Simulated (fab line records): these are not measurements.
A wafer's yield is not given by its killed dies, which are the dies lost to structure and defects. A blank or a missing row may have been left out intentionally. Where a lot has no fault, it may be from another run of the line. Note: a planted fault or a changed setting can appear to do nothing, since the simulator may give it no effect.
fab line records ; flow n5Finfet ; part 1 of 2: steps 1 to 24 of 34
[record] lots = 5; wafers = 15; lastDay = 18
route steps=1938 shown MIM_TOP_LITHO@1843 MIM_TOP_ETCH@1851 MIM_BOT_LITHO@1854 MIM_BOT_ETCH@1866 PASS1_CAP@1873 TV_LITHO@1875
lots with no fault: from the same line, run without faults
startH: hours from the record's opening day to when the first of the lot's shown wafers began ; waitH: how many hours have passed since the lot's step before this one ; " identical to the entry in the row above ; L1.1+2: one row covering several wafers at once ; - value missing, or start not given ; * or withheld: withheld ; < > ~ a bound
route shown NAME@n: NAME is a module with steps in the file, n the number in the route of the first one ; usual: mean and standard deviation over wafers with no fault ; same: alike in all rows ; chamber/n: place in a boat ; sites: per-site readings ; _std_site: how widely they spread, as a standard deviation ; _edge_site: the outer-site mean with the inner-site mean subtracted ; radiusMm: for every site, how far away it sits from the centre of the wafer ; mask NAME#n: copy n ; behind: the most recent tool/chamber to have shaped the wafer ; hold: cause of the lot's hold/its duration in hours/its outcome ; device: transistor that didn't switch, given as n, p or np ; end of line: tests of these same wafers at the route's end ; a step with no rows: only its recipe ; killed: dies that structure and defects cost at the first sort, which is not the same as the wafer's yield ; map: per-die view of a wafer (x killed, . not killed, _ where there is no die)
set.NAME: the setting as run; set.NAME@STEP: as run at that earlier step ; model.NAME: the simulator's own value behind a step, which no gauge read
certain route steps with their lots: each step a table, each wafer a row
services: a tool's chamber out of use, with start hour (startH, from the record's first day; less than 0 if before it), hours out, and reason
[[steps]]
[step N5_MIM_TOP_LITHO_EXPOSE_05]
[recipe] maskId = MIM_TOP; na = 0.55; sourceShape = conventional; sigmaOuter = 0.8; polarization = unpolarized; targetCdNm = 2000; doseMj = 20.5
lot.wafer;tool;chamber;startH;waitH;mask
L075.1+2+6;krfScanner-02;0;271.56;-;MIM_TOP#0
L077.1+2+5;krfScanner-01;0;275.66;-;MIM_TOP#0
L081.1+3+5;krfScanner-01;0;309.23;-;MIM_TOP#0
L082.3+4+5;krfScanner-02;0;347.59;-;MIM_TOP#0
L096.1+3+5;krfScanner-02;0;408.24;-;MIM_TOP#0
[step N5_MIM_TOP_LITHO_PEB_06]
[recipe] pebTempC = withheld; pebTimeS = *
lot.wafer;tool;chamber;startH;waitH
L075.1+2+6;lithoTrack-02;0;271.62;0.1
L077.1+2+5;lithoTrack-02;0;275.72;0.1
L081.1+3+5;lithoTrack-02;0;309.29;0.1
L082.3+4+5;lithoTrack-02;0;347.64;0.0
L096.1+3+5;lithoTrack-03;0;408.30;0.1
[step N5_MIM_TOP_LITHO_DEVELOP_07]
[recipe] developTimeS = 60; rinseLiquid = diw; dry = airSpin; devTempC = 21
lot.wafer;tool;chamber;startH;waitH
L075.1+2+6;lithoTrack-02;0;-;-
L077.1+2+5;lithoTrack-02;0;-;-
L081.1+3+5;lithoTrack-02;0;-;-
L082.3+4+5;lithoTrack-02;0;-;-
L096.1+3+5;lithoTrack-03;0;-;-
[step N5_MIM_TOP_LITHO_HARDBAKE_09]
[recipe] tempC = 130; timeS = 120
lot.wafer;tool;chamber;startH;waitH
L075.1+2+6;lithoTrack-02;0;-;-
L077.1+2+5;lithoTrack-02;0;-;-
L081.1+3+5;lithoTrack-02;0;-;-
L082.3+4+5;lithoTrack-02;0;-;-
L096.1+3+5;lithoTrack-03;0;-;-
[step N5_MIM_TOP_LITHO_CD_MEAS_08]
[recipe] targetCdNm = 2000; landingEnergyEv = 500; detector = seInlens
[usual] cdNm = 2000.3/1.8
lot.wafer;tool;chamber;startH;waitH;cdNm
L075.1;cdSem-02;0;271.74;-;2000.1
L075.2;cdSem-02;0;271.74;-;2001.5
L075.6;cdSem-02;0;271.74;-;2004.1
L077.1;cdSem-01;0;275.84;-;1998.3
L077.2;cdSem-01;0;275.84;-;2001.4
L077.5;cdSem-01;0;275.84;-;1999.2
L081.1;cdSem-01;0;309.41;-;2001.2
L081.3;cdSem-01;0;309.41;-;1999.3
L081.5;cdSem-01;0;309.41;-;2001.1
L082.3;cdSem-03;0;347.76;-;2000.2
L082.4;cdSem-03;0;347.76;-;1999.6
L082.5;cdSem-03;0;347.76;-;2001.8
L096.1;cdSem-01;0;408.42;-;2001.3
L096.3;cdSem-01;0;408.42;-;2000.1
L096.5;cdSem-01;0;408.42;-;1999.3
[step N5_MIM_TOP_LITHO_OVL_MEAS_11]
[recipe] pointsPerWafer = 44
[usual] MIM_TOP_OVL = -1/5.6
lot.wafer;tool;chamber;startH;waitH;MIM_TOP_OVL[nm]
L075.1;overlay-01;0;271.77;0.0;-2
L075.2;overlay-01;0;271.77;0.0;-9
L075.6;overlay-01;0;271.77;0.0;-8
L077.1;overlay-01;0;275.87;0.0;5
L077.2;overlay-01;0;275.87;0.0;3
L077.5;overlay-01;0;275.87;0.0;-2
L081.1;overlay-02;0;309.44;0.0;1
L081.3;overlay-02;0;309.44;0.0;1
L081.5;overlay-02;0;309.44;0.0;-5
L082.3;overlay-02;0;347.79;0.0;-3
L082.4;overlay-02;0;347.79;0.0;-3
L082.5;overlay-02;0;347.79;0.0;-5
L096.1;overlay-01;0;408.45;0.0;-1
L096.3;overlay-01;0;408.45;0.0;3
L096.5;overlay-01;0;408.45;0.0;-3
[step N5_MIM_TOP_LITHO_INSPECT_12]
[recipe] mode = adi; inspectInstrument = macro
[usual] rawDefectCount = 1.9/1.4
lot.wafer;tool;chamber;startH;waitH;rawDefectCount
L075.1;defectInspect-02;-;271.79;0.0;1
L075.2;defectInspect-02;-;271.79;0.0;1
L075.6;defectInspect-02;-;271.79;0.0;4
L077.1;defectInspect-01;-;275.89;0.0;3
L077.2;defectInspect-01;-;275.89;0.0;1
L077.5;defectInspect-01;-;275.89;0.0;5
L081.1;defectInspect-02;-;309.46;0.0;1
L081.3;defectInspect-02;-;309.46;0.0;1
L081.5;defectInspect-02;-;309.46;0.0;2
L082.3;defectInspect-01;-;347.81;0.0;2
L082.4;defectInspect-01;-;347.81;0.0;4
L082.5;defectInspect-01;-;347.81;0.0;2
L096.1;defectInspect-02;-;408.47;0.0;2
L096.3;defectInspect-02;-;408.47;0.0;2
L096.5;defectInspect-02;-;408.47;0.0;4
[step N5_MIM_TOP_LITHO_DESCUM_10]
[recipe] chemistry = O2; timeS = 7.9; sourcePowerW = 50; biasPowerW = 20; pressureMtorr = 20; rfFrequencyHz = 2.712e+07; tempC = 40; o2FlowSccm = 225
[usual] chamberPressureMTorr = 20.000/0.019; drypumpMotorCurrentA = 5.9/0.53; oesProductAu = 0.78/0.094; rfVppV = 243.1/1.2; showerheadPlenumPTorr = 2.09/0.062; throttleValvePct = 20.43/0.22
lot.wafer;tool;chamber;startH;waitH;chamberPressureMTorr;drypumpMotorCurrentA;oesProductAu;rfHoursCounterH;rfVppV;showerheadPlenumPTorr;throttleValvePct
L075.1;rieDiel-02;1;271.83;0.0;20.014;6.7;0.80;113;245.3;2.19;20.10
L075.2;rieDiel-02;0;271.83;0.0;20.011;5.7;0.76;181;242.7;2.08;20.54
L075.6;rieDiel-02;0;271.83;0.0;20.018;5.7;0.76;-;241.8;2.08;20.57
L077.1;rieDiel-06;0;275.93;0.0;20.003;5.8;0.67;246;240.9;1.96;20.64
L077.2;rieDiel-06;3;275.93;0.0;20.010;5.0;0.71;207;242.2;2.00;20.13
L077.5;rieDiel-06;2;275.93;0.0;20.011;4.9;0.66;-;243.9;2.14;20.89
L081.1;rieDiel-05;1;309.50;0.0;19.986;6.6;0.72;157;242.6;2.10;20.14
L081.3;rieDiel-05;3;309.50;0.0;19.964;5.5;0.80;89;242.9;2.03;20.39
L081.5;rieDiel-05;2;309.50;0.0;20.001;6.2;0.67;-;240.5;2.06;20.82
L082.3;rieDiel-06;2;347.88;0.1;19.990;4.9;0.95;5;244.0;2.13;20.40
L082.4;rieDiel-06;1;347.88;0.1;20.017;5.5;0.66;246;240.8;1.98;20.99
L082.5;rieDiel-06;1;347.88;0.1;20.009;5.5;0.66;-;241.8;1.98;21.00
L096.1;rieDiel-05;2;408.74;0.3;19.979;6.3;0.94;15;242.8;2.05;20.47
L096.3;rieDiel-05;0;408.74;0.3;20.014;6.5;0.75;174;242.6;2.07;20.42
L096.5;rieDiel-05;2;408.74;0.3;20.023;6.2;0.93;-;242.4;2.05;20.47
[step N5_MIM_TOP_ETCH_ETCH_00]
[recipe] chemistry = Cl2/BCl3; target = TiN; targetDepthA = 385; ionEnergyEv = 150; pressureMtorr = 10; icpW = 1000; biasW = 126; Cl2_flow_sccm = 53.25; bcl3FlowSccm = 21.75; Ar_flow_sccm = 25
[usual] chamberPressureMTorr = 10.001/0.0089; drypumpMotorCurrentA = 5.6/0.61; oesProductAu = 0.81/0.089; throttleValvePct = 22.69/0.14
lot.wafer;tool;chamber;startH;waitH;chamberPressureMTorr;drypumpMotorCurrentA;oesProductAu;rfHoursCounterH;throttleValvePct
L075.1;rieMetal-03;0;271.92;0.1;9.991;6.5;0.83;22;22.68
L075.2;rieMetal-03;1;271.92;0.1;9.997;5.7;0.73;50;22.61
L075.6;rieMetal-03;0;271.92;0.1;9.999;6.4;0.82;-;22.67
L077.1;rieMetal-02;1;276.01;0.1;9.989;6.1;0.71;82;22.87
L077.2;rieMetal-02;1;276.01;0.1;10.001;6.1;0.71;-;22.88
L077.5;rieMetal-02;1;276.01;0.1;10.017;6.1;0.71;-;22.87
L081.1;rieMetal-01;0;309.59;0.1;10.013;4.6;0.88;21;22.54
L081.3;rieMetal-01;0;309.59;0.1;10.004;4.6;0.89;-;22.56
L081.5;rieMetal-01;0;309.59;0.1;10.006;4.6;0.89;-;22.55
L082.3;rieMetal-02;1;348.01;0.1;10.010;6.0;0.69;-;22.89
L082.4;rieMetal-02;0;348.01;0.1;10.004;5.3;0.92;-;22.77
L082.5;rieMetal-02;0;348.01;0.1;9.998;5.3;0.94;-;22.78
L096.1;rieMetal-01;1;408.82;0.1;10.007;5.9;0.82;22;22.54
L096.3;rieMetal-01;1;408.82;0.1;10.007;5.9;0.82;-;22.54
L096.5;rieMetal-01;0;408.82;0.1;9.990;4.6;0.87;-;22.56
[step N5_MIM_TOP_ETCH_STRIP_01]
[recipe] chemistry = O2; powerW = 600; tempC = 60; pressureMtorr = 30; rfFrequencyHz = 6e+07; biasPowerW = 0; overashFraction = 0.5; o2FlowSccm = 225
[usual] chamberPressureMTorr = 30.00/0.081; drypumpMotorCurrentA = 5.7/0.71; oesProductAu = 0.76/0.072; rfVppV = 3.8/1.3; showerheadPlenumPTorr = 2.08/0.061; throttleValvePct = 16.62/0.17
lot.wafer;tool;chamber;startH;waitH;chamberPressureMTorr;drypumpMotorCurrentA;oesProductAu;rfHoursCounterH;rfVppV;showerheadPlenumPTorr;throttleValvePct
L075.1;rieDiel-01;1;272.06;0.1;29.94;4.9;0.68;224;3.8;1.98;16.68
L075.2;rieDiel-01;2;272.06;0.1;29.96;5.2;0.69;190;2.9;2.07;16.35
L075.6;rieDiel-01;2;272.06;0.1;29.92;5.2;0.71;-;4.0;2.07;16.34
L077.1;rieDiel-01;2;276.27;0.2;29.95;5.2;0.70;191;3.4;2.07;16.37
L077.2;rieDiel-01;1;276.27;0.2;30.00;5.0;0.69;225;2.4;1.98;16.76
L077.5;rieDiel-01;3;276.27;0.2;29.90;6.4;0.84;-;3.3;2.05;16.59
L081.1;rieDiel-01;2;309.73;0.1;30.00;5.2;0.69;199;5.4;2.06;16.44
L081.3;rieDiel-01;3;309.73;0.1;29.99;6.4;0.85;73;3.4;2.04;16.59
L081.5;rieDiel-01;1;309.73;0.1;30.04;4.9;0.68;-;2.4;1.98;16.75
L082.3;rieDiel-04;2;348.12;0.1;29.97;6.5;0.80;68;2.8;2.06;16.52
L082.4;rieDiel-04;3;348.12;0.1;29.88;6.7;0.79;108;2.7;2.03;16.67
L082.5;rieDiel-04;0;348.12;0.1;29.92;5.4;0.71;-;4.0;2.16;16.76
L096.1;rieDiel-04;2;408.96;0.1;29.97;6.5;0.80;90;3.8;2.05;16.57
L096.3;rieDiel-04;1;408.96;0.1;29.99;4.7;0.70;225;3.9;2.16;16.69
L096.5;rieDiel-04;1;408.96;0.1;29.97;4.7;0.68;-;7.0;2.16;16.73
[step N5_MIM_TOP_ETCH_PECVD_03]
[recipe] material = SiNx; targetThkA = 200; tempC = 400; precursor = SiH4/NH3/N2; pressureTorr = 1.5; rfW = 300; timeS = 17.6
[usual] heaterPowerW = 740/100; showerheadPlenumPTorr = 5.17/0.075; throttleValvePct = 39.1/1.5
lot.wafer;tool;chamber;startH;waitH;heaterPowerW;showerheadPlenumPTorr;throttleValvePct
L075.1;pecvd-01;2;272.14;-;834;5.19;36.1
L075.2;pecvd-01;1;272.14;-;666;5.07;38.7
L075.6;pecvd-01;0;272.14;-;730;5.24;39.8
L077.1;pecvd-01;1;276.34;-;619;5.06;38.8
L077.2;pecvd-01;2;276.34;-;806;5.19;36.4
L077.5;pecvd-01;0;276.34;-;799;5.25;40.1
L081.1;pecvd-04;2;309.79;-;725;5.12;39.0
L081.3;pecvd-04;0;309.79;-;619;5.26;40.7
L081.5;pecvd-04;1;309.79;-;715;5.17;37.3
L082.3;pecvd-04;2;348.18;-;713;5.13;38.9
L082.4;pecvd-04;2;348.18;-;698;5.14;38.8
L082.5;pecvd-04;0;348.18;-;598;5.26;40.5
L096.1;pecvd-04;0;409.03;-;620;5.25;40.8
L096.3;pecvd-04;1;409.03;-;589;5.18;37.2
L096.5;pecvd-04;2;409.03;-;809;5.12;39.4
[step N5_MIM_BOT_LITHO_HMDS_01]
[recipe] timeS = 60; tempC = 120
lot.wafer;tool;chamber;startH;waitH
L075.1+2+6;lithoTrack-04;0;272.21;0.0
L077.1+2+5;lithoTrack-05;0;276.41;0.0
L081.1+3+5;lithoTrack-05;0;309.87;0.0
L082.3+4+5;lithoTrack-04;0;348.25;0.1
L096.1+3+5;lithoTrack-01;0;409.10;0.0
[step N5_MIM_BOT_LITHO_COAT_02]
[recipe] spinRpm = *; resistThkNm = *
lot.wafer;tool;chamber;startH;waitH
L075.1+2+6;lithoTrack-04;0;-;-
L077.1+2+5;lithoTrack-05;0;-;-
L081.1+3+5;lithoTrack-05;0;-;-
L082.3+4+5;lithoTrack-04;0;-;-
L096.1+3+5;lithoTrack-01;0;-;-
[step N5_MIM_BOT_LITHO_EBR_04]
[recipe] solvent = PGMEA; ebrWidthMm = 1.5
lot.wafer;tool;chamber;startH;waitH
L075.1+2+6;lithoTrack-04;0;-;-
L077.1+2+5;lithoTrack-05;0;-;-
L081.1+3+5;lithoTrack-05;0;-;-
L082.3+4+5;lithoTrack-04;0;-;-
L096.1+3+5;lithoTrack-01;0;-;-
[step N5_MIM_BOT_LITHO_SOFTBAKE_03]
[recipe] tempC = 100; timeS = 90
lot.wafer;tool;chamber;startH;waitH
L075.1+2+6;lithoTrack-04;0;-;-
L077.1+2+5;lithoTrack-05;0;-;-
L081.1+3+5;lithoTrack-05;0;-;-
L082.3+4+5;lithoTrack-04;0;-;-
L096.1+3+5;lithoTrack-01;0;-;-
[step N5_MIM_BOT_LITHO_EXPOSE_05]
[recipe] maskId = MIM_BOT; na = 0.55; sourceShape = conventional; sigmaOuter = 0.8; polarization = unpolarized; doseMj = 24.25
lot.wafer;tool;chamber;startH;waitH;mask
L075.1+2+6;krfScanner-02;0;272.44;-;MIM_BOT#0
L077.1+2+5;krfScanner-02;0;276.52;-;MIM_BOT#0
L081.1+3+5;krfScanner-01;0;309.97;-;MIM_BOT#0
L082.3+4+5;krfScanner-01;0;348.37;-;MIM_BOT#0
L096.1+3+5;krfScanner-02;0;409.21;-;MIM_BOT#0
[step N5_MIM_BOT_LITHO_PEB_06]
[recipe] pebTempC = withheld; pebTimeS = *
lot.wafer;tool;chamber;startH;waitH
L075.1+2+6;lithoTrack-04;0;272.50;0.1
L077.1+2+5;lithoTrack-01;0;276.57;0.1
L081.1+3+5;lithoTrack-01;0;310.03;0.1
L082.3+4+5;lithoTrack-01;0;348.42;0.0
L096.1+3+5;lithoTrack-01;0;409.26;0.1
[step N5_MIM_BOT_LITHO_DEVELOP_07]
[recipe] developTimeS = 60; rinseLiquid = diw; dry = airSpin; devTempC = 21
lot.wafer;tool;chamber;startH;waitH
L075.1+2+6;lithoTrack-04;0;-;-
L077.1+2+5;lithoTrack-01;0;-;-
L081.1+3+5;lithoTrack-01;0;-;-
L082.3+4+5;lithoTrack-01;0;-;-
L096.1+3+5;lithoTrack-01;0;-;-
[step N5_MIM_BOT_LITHO_HARDBAKE_09]
[recipe] tempC = 130; timeS = 120
lot.wafer;tool;chamber;startH;waitH
L075.1+2+6;lithoTrack-04;0;-;-
L077.1+2+5;lithoTrack-01;0;-;-
L081.1+3+5;lithoTrack-01;0;-;-
L082.3+4+5;lithoTrack-01;0;-;-
L096.1+3+5;lithoTrack-01;0;-;-
[step N5_MIM_BOT_LITHO_CD_MEAS_08]
[recipe] targetCdNm = 3000; landingEnergyEv = 500; detector = seInlens; polarity = opening
[usual] cdNm = 3001.1/1.9
lot.wafer;tool;chamber;startH;waitH;cdNm
L075.1;cdSem-02;0;272.62;-;3004.0
L075.2;cdSem-02;0;272.62;-;3002.4
L075.6;cdSem-02;0;272.62;-;3003.1
L077.1;cdSem-02;0;276.69;-;3000.7
L077.2;cdSem-02;0;276.69;-;2997.8
L077.5;cdSem-02;0;276.69;-;2998.0
L081.1;cdSem-02;0;310.15;-;2999.2
L081.3;cdSem-02;0;310.15;-;3000.7
L081.5;cdSem-02;0;310.15;-;3001.0
L082.3;cdSem-02;0;348.54;-;3002.5
L082.4;cdSem-02;0;348.54;-;3004.1
L082.5;cdSem-02;0;348.54;-;3001.9
L096.1;cdSem-02;0;409.38;-;3001.9
L096.3;cdSem-02;0;409.38;-;3002.4
L096.5;cdSem-02;0;409.38;-;3000.1
[step N5_MIM_BOT_LITHO_OVL_MEAS_11]
[recipe] pointsPerWafer = 44
[usual] MIM_BOT_OVL = 1/5.9
lot.wafer;tool;chamber;startH;waitH;MIM_BOT_OVL[nm]
L075.1;overlay-02;0;272.65;0.0;2
L075.2;overlay-02;0;272.65;0.0;6
L075.6;overlay-02;0;272.65;0.0;9
L077.1;overlay-02;0;276.72;0.0;-1
L077.2;overlay-02;0;276.72;0.0;1
L077.5;overlay-02;0;276.72;0.0;6
L081.1;overlay-02;0;310.18;0.0;5
L081.3;overlay-02;0;310.18;0.0;2
L081.5;overlay-02;0;310.18;0.0;0
L082.3;overlay-01;0;348.57;0.0;-1
L082.4;overlay-01;0;348.57;0.0;-4
L082.5;overlay-01;0;348.57;0.0;0
L096.1;overlay-01;0;409.41;0.0;-2
L096.3;overlay-01;0;409.41;0.0;-3
L096.5;overlay-01;0;409.41;0.0;-4
[step N5_MIM_BOT_LITHO_INSPECT_12]
[recipe] mode = adi; inspectInstrument = macro
[usual] rawDefectCount = 2.0/1.4
lot.wafer;tool;chamber;startH;waitH;rawDefectCount
L075.1;defectInspect-02;-;272.67;0.0;0
L075.2;defectInspect-02;-;272.67;0.0;0
L075.6;defectInspect-02;-;272.67;0.0;0
L077.1;defectInspect-02;-;276.75;0.0;2
L077.2;defectInspect-02;-;276.75;0.0;5
L077.5;defectInspect-02;-;276.75;0.0;2
L081.1;defectInspect-02;-;310.20;0.0;2
L081.3;defectInspect-02;-;310.20;0.0;3
L081.5;defectInspect-02;-;310.20;0.0;2
L082.3;defectInspect-02;-;348.59;0.0;3
L082.4;defectInspect-02;-;348.59;0.0;3
L082.5;defectInspect-02;-;348.59;0.0;3
L096.1;defectInspect-02;-;409.45;0.0;4
L096.3;defectInspect-02;-;409.45;0.0;1
L096.5;defectInspect-02;-;409.45;0.0;4
[step N5_MIM_BOT_LITHO_DESCUM_10]
[recipe] chemistry = O2; timeS = 7.9; sourcePowerW = 50; biasPowerW = 20; pressureMtorr = 20; rfFrequencyHz = 2.712e+07; tempC = 40; o2FlowSccm = 225
[usual] chamberPressureMTorr = 20.001/0.018; drypumpMotorCurrentA = 5.9/0.56; oesProductAu = 0.78/0.094; rfVppV = 243.0/1.5; showerheadPlenumPTorr = 2.09/0.067; throttleValvePct = 20.44/0.22
lot.wafer;tool;chamber;startH;waitH;chamberPressureMTorr;drypumpMotorCurrentA;oesProductAu;rfHoursCounterH;rfVppV;showerheadPlenumPTorr;throttleValvePct
L075.1;rieDiel-06;1;272.70;0.0;19.985;5.5;0.68;221;241.4;1.99;20.94
L075.2;rieDiel-06;3;272.70;0.0;20.023;5.0;0.71;206;242.3;2.00;20.15
L075.6;rieDiel-06;1;272.70;0.0;20.003;5.5;0.68;-;241.5;1.99;20.96
L077.1;rieDiel-02;3;276.78;0.0;20.022;5.7;0.69;237;243.8;2.08;20.81
L077.2;rieDiel-02;0;276.78;0.0;20.001;5.7;0.75;181;243.1;2.08;20.54
L077.5;rieDiel-02;0;276.78;0.0;20.004;5.7;0.76;-;241.7;2.08;20.54
L081.1;rieDiel-05;2;310.24;0.0;20.021;6.3;0.68;238;241.4;2.06;20.84
L081.3;rieDiel-05;0;310.24;0.0;20.002;6.4;0.78;139;244.1;2.08;20.33
L081.5;rieDiel-05;1;310.24;0.0;19.983;6.7;0.73;-;244.7;2.10;20.14
L082.3;rieDiel-02;2;348.62;0.0;20.001;6.1;0.72;172;242.1;2.08;20.49
L082.4;rieDiel-02;0;348.62;0.0;20.011;5.7;0.73;204;242.8;2.07;20.59
L082.5;rieDiel-02;0;348.62;0.0;20.034;5.7;0.73;-;242.5;2.07;20.58
L096.1;rieDiel-05;2;409.48;0.0;19.996;6.3;0.93;15;243.7;2.05;20.47
L096.3;rieDiel-05;1;409.48;0.0;19.971;6.7;0.70;192;244.0;2.08;20.21
L096.5;rieDiel-05;3;409.48;0.0;20.026;5.4;0.78;-;241.9;2.02;20.43
[step N5_MIM_BOT_ETCH_ETCH_04]
[recipe] chemistry = CF4/O2; target = SiNx; targetDepthA = 260; timeS = 13; ionEnergyEv = 100; pressureMtorr = 40; sourceW = 535; biasW = 49; Ar_flow_sccm = 100; cf4FlowSccm = 100; O2_flow_sccm = 10
[usual] cf4FlowSccm = 100.0/0.31; chamberPressureMTorr = 40.00/0.038; drypumpMotorCurrentA = 5.9/0.56; oesProductAu = 0.78/0.094; rfVppV = 243/4.7; showerheadPlenumPTorr = 2.21/0.071; throttleValvePct = 16.02/0.21
lot.wafer;tool;chamber;startH;waitH;cf4FlowSccm;chamberPressureMTorr;drypumpMotorCurrentA;oesProductAu;rfHoursCounterH;rfVppV;showerheadPlenumPTorr;throttleValvePct
L075.1;rieDiel-06;1;272.77;0.0;100.2;40.02;5.5;0.68;221;248;2.09;16.45
L075.2;rieDiel-06;3;272.77;0.0;100.8;40.02;5.0;0.70;206;242;2.11;15.72
L075.6;rieDiel-06;1;272.77;0.0;100.0;39.94;5.5;0.68;-;249;2.09;16.45
L077.1;rieDiel-02;3;276.85;0.0;99.9;39.95;5.7;0.69;237;238;2.18;16.26
L077.2;rieDiel-02;0;276.85;0.0;100.3;39.95;5.7;0.76;181;250;2.19;16.10
L077.5;rieDiel-02;0;276.85;0.0;99.7;40.04;5.7;0.75;-;250;2.19;16.11
L081.1;rieDiel-05;2;310.30;0.0;100.2;39.97;6.2;0.68;238;240;2.19;16.43
L081.3;rieDiel-05;0;310.30;0.0;99.7;39.97;6.4;0.80;139;247;2.22;16.07
L081.5;rieDiel-05;1;310.30;0.0;100.1;39.96;6.7;0.73;-;245;2.21;15.72
L082.3;rieDiel-02;2;348.69;0.0;100.4;40.04;6.1;0.71;172;245;2.20;16.09
L082.4;rieDiel-02;0;348.69;0.0;100.5;39.98;5.7;0.73;204;250;2.18;16.15
L082.5;rieDiel-02;0;348.69;0.0;99.9;40.00;5.7;0.73;-;250;2.18;16.15
L096.1;rieDiel-05;2;409.55;0.0;100.5;39.96;6.3;0.93;15;241;2.18;15.99
L096.3;rieDiel-05;1;409.55;0.0;100.0;40.03;6.7;0.70;192;246;2.19;15.78
L096.5;rieDiel-05;3;409.55;0.0;99.9;40.02;5.5;0.76;-;243;2.12;15.92
